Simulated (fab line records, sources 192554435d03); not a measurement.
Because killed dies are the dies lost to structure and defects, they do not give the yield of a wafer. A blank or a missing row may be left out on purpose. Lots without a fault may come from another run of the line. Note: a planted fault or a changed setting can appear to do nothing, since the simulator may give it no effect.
Chamber matching + flow n5 finfet + N5_SPACER0_ALD_07 on ald sin-04: 4 sister chambers
The step deposits SiNx, target thk 2 nm. 4 wafers are shown with their chamber, then 6 later ones without.

## WAFERS WITH THEIR CHAMBER
| wafer  | chamber | heater power w (W) |
|--------|---------|--------------------|
| L148.5 | 0       | 759                |
| L151.1 | 1       | 776                |
| L151.4 | 2       | 975                |
| L154.1 | 3       | 802                |

## WAFERS MISSING THEIR CHAMBER
| wafer  | heater power w (W) |
|--------|--------------------|
| L154.6 | 781                |
| L156.2 | 997                |
| L156.6 | 975                |
| L158.2 | 776                |
| L158.5 | 786                |
| L158.6 | 977                |

## EACH ONE'S CHAMBER
| wafer  | from the rows above          | in truth |
|--------|------------------------------|----------|
| L154.6 | can't be placed: 1 or 3 or 0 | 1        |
| L156.2 | 2                            | 2        |
| L156.6 | 2                            | 2        |
| L158.2 | can't be placed: 1 or 0      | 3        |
| L158.5 | can't be placed: 1 or 3 or 0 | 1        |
| L158.6 | 2                            | 2        |
Correct placement for 3 of the 6. These rows do not allow placing 3 (true chamber among the candidates in 2). Wrongly placed: 0.
How it was worked out, from the rows above alone: a wafer's distance from a chamber is the root of the sum, over the readings, of the square of ((its reading less the chamber's mean) divided by the reading's scatter). The wafer belongs to the nearest chamber; if the next one is less than 2 further off, it can't be placed. A chamber's mean is the mean of its shown wafers. The scatter: with one shown wafer a chamber, the root of the mean of the squares of how far each hidden wafer lies from its nearest shown one.
